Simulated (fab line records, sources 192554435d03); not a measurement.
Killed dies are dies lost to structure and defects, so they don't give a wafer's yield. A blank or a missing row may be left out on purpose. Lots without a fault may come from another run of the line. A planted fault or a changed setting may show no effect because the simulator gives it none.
Which tool did it? | flow n5_finfet | 6 lots, 18 wafers sampled, at 2 steps of a route of 1938

WHAT THE GAUGES READ, wafer by wafer
N5_WELL_APT_CD_MEAS_25: target cd 200 nm.
lot  | measured    | on        | cd_nm (nm)
L583 | day 2 20:59 | cd_sem-02 | 199.2 198.8 198.3
L586 | day 3 15:09 | cd_sem-02 | 200.0 195.8 198.6
L595 | day 5 20:58 | cd_sem-03 | 197.4 201.5 199.2
L597 | day 6 09:17 | cd_sem-01 | 201.1 199.3 202.5
L599 | day 6 20:53 | cd_sem-02 | 202.0 201.5 196.5
L601 | day 7 09:07 | cd_sem-03 | 202.8 202.0 202.7

WHICH TOOL RAN EACH LOT (tool, then ch and the chambers of the sampled wafers, then the start)
lot  | N5_ZERO_LAYER_ETCH_17
L583 | rie_diel-03 ch 0,1, day 2 18:43
L586 | rie_diel-03 ch 0,1, day 3 12:51
L595 | rie_diel-03 ch 1,2,3, day 5 18:46
L597 | rie_diel-02 ch 0,2,3, day 6 07:11
L599 | rie_diel-01 ch 1,2,3, day 6 18:43
L601 | rie_diel-03 ch 0,1, day 7 06:53
- N5_ZERO_LAYER_ETCH_17: etches SiO2 in CF4, target depth 12 nm, time 13.3 s.

THE ANSWER, worked out from the rows above alone
Rule: what is usual is taken from the lots themselves. Put in order of their means at a reading, lots are off if they are a third of the lots or fewer, leave a main group of 4 or more, and stand apart from it by a gap of 3 or more times the standard deviation of the main group's means; of several such gaps the widest counts. A main group whose means are all the same, to the digits that the tables above print for the reading, isn't used. A lot without any number at a reading at which 4 lots or more have one is off too. The other lots that the step has rows for count as sound.
No lot is off at any reading shown: from this, nothing can be told.

WHAT THE SIMULATOR HAD PUT IN
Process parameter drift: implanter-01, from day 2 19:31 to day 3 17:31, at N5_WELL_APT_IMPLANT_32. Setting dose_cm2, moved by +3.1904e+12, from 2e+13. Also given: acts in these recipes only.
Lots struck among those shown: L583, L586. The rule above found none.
